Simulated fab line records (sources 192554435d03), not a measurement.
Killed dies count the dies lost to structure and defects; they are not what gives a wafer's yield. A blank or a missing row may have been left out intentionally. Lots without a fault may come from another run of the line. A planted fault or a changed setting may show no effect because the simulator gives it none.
The same fault as seen by 3 desks :: flow n5-finfet :: what lay behind the numbers comes last; until then each desk has only its own

THE DEFECT DESK
What the inspections along the route counted, lot by lot: means of the sampled wafers that have a number. Any lot whose mean is over 4 standard deviations away from the usual mean is out of limits and marked OUT; that distance is given in the brackets.
Columns: A = raw-defect-count at N5_MOL_CONTACT_COAG_INSPECT_97, usual 47; B = raw-defect-count at N5_BEOL_M0_SAQP_INSPECT_16, usual 496
lot: L182
first seen here: day 5 21:31
A: 45
B: 563

lot: L186
first seen here: day 6 21:55
A: 68
B: 480

lot: L199
first seen here: day 10 05:20
A: 54
B: 584

lot: L200
first seen here: day 10 13:44
A: 58
B: 498

lot: L201
first seen here: day 10 19:00
A: 32
B: 307

lot: L203
first seen here: day 11 04:07
A: 60
B: 535
This desk found nothing out of limits on any of the 6 lots.

FROM THE METROLOGY DESK
What the gauges read for every lot (on any tool): the sampled wafers with a number, averaged. Any lot whose mean is over 4 standard deviations away from the usual mean is out of limits and marked OUT; that distance is given in the brackets.
Columns: A = thk-nm at N5_BEOL_M0_SAQP_THK_MEAS_05, usual 59.8 nm; B = cd-nm at N5_BEOL_M0_SAQP_CD_MEAS_14, usual 42.45 nm; C = M0_CORE_OVL at N5_BEOL_M0_SAQP_OVL_MEAS_15, usual -0.1 nm
lot: L182
first seen here: day 6 00:07
A: 60.8
B: 42.70
C: -0.8

lot: L186
first seen here: day 7 00:01
A: 60.8
B: 42.33
C: -0.4

lot: L199
first seen here: day 10 08:07
A: 59.7
B: 42.69
C: -0.7

lot: L200
first seen here: day 10 14:47
A: 60.1
B: 42.52
C: -0.6

lot: L201
first seen here: day 10 21:05
A: 60.6
B: 42.63
C: -0.7

lot: L203
first seen here: day 11 07:16
A: 59.3
B: 42.66
C: 0.8
This desk found nothing out of limits on any of the 6 lots.

FOR THE TOOL OWNER'S DESK: litho-track-05
The tool's own readings at N5_BEOL_M0_SAQP_COAT_82 (time 60 s, resist thk 30 nm): means of the sampled wafers that have a number, for each lot that ran on this tool. Any lot whose mean is over 4 standard deviations away from the usual mean is out of limits and marked OUT; that distance is given in the brackets.
Columns: A = dispense-pressure-kPa at N5_BEOL_M0_SAQP_COAT_82, usual 52 kPa; B = spin-speed-rpm at N5_BEOL_M0_SAQP_COAT_82, usual 1500.0 rpm
lot: L186
first seen here: day 7 00:08
A: 56
B: 1499.2

lot: L199
first seen here: day 10 08:14
A: 56
B: 1592.2 (+96) OUT

lot: L201
first seen here: day 10 21:12
A: 56
B: 1591.1 (+95) OUT
This desk finds L199, L201 out of limits, L199 being first, at day 10 08:14 (spin-speed-rpm at N5_BEOL_M0_SAQP_COAT_82). L186 stayed within limits.

PUT TOGETHER
The tool owner's desk could have raised an alarm at day 10 08:14, on L199, L201.
No out-of-limits result turned up at the defect desk.
At the metrology desk, nothing out of limits was observed.
The defect desk has L199, L201 on record, within its limits.
The metrology desk holds a record of L199, L201, inside its limits.
Of the lots named, all ran N5_BEOL_M0_SAQP_COAT_82 on litho-track-05.

WHAT THE SIMULATOR HAD PUT IN
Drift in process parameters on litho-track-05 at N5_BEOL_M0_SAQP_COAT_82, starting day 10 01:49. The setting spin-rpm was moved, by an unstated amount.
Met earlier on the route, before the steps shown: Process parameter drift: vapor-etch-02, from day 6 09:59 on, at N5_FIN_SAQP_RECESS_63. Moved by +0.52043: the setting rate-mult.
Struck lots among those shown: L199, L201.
Delay in hours, fault start to first out-of-limits reading, by desk: the tool owner's desk at 6.
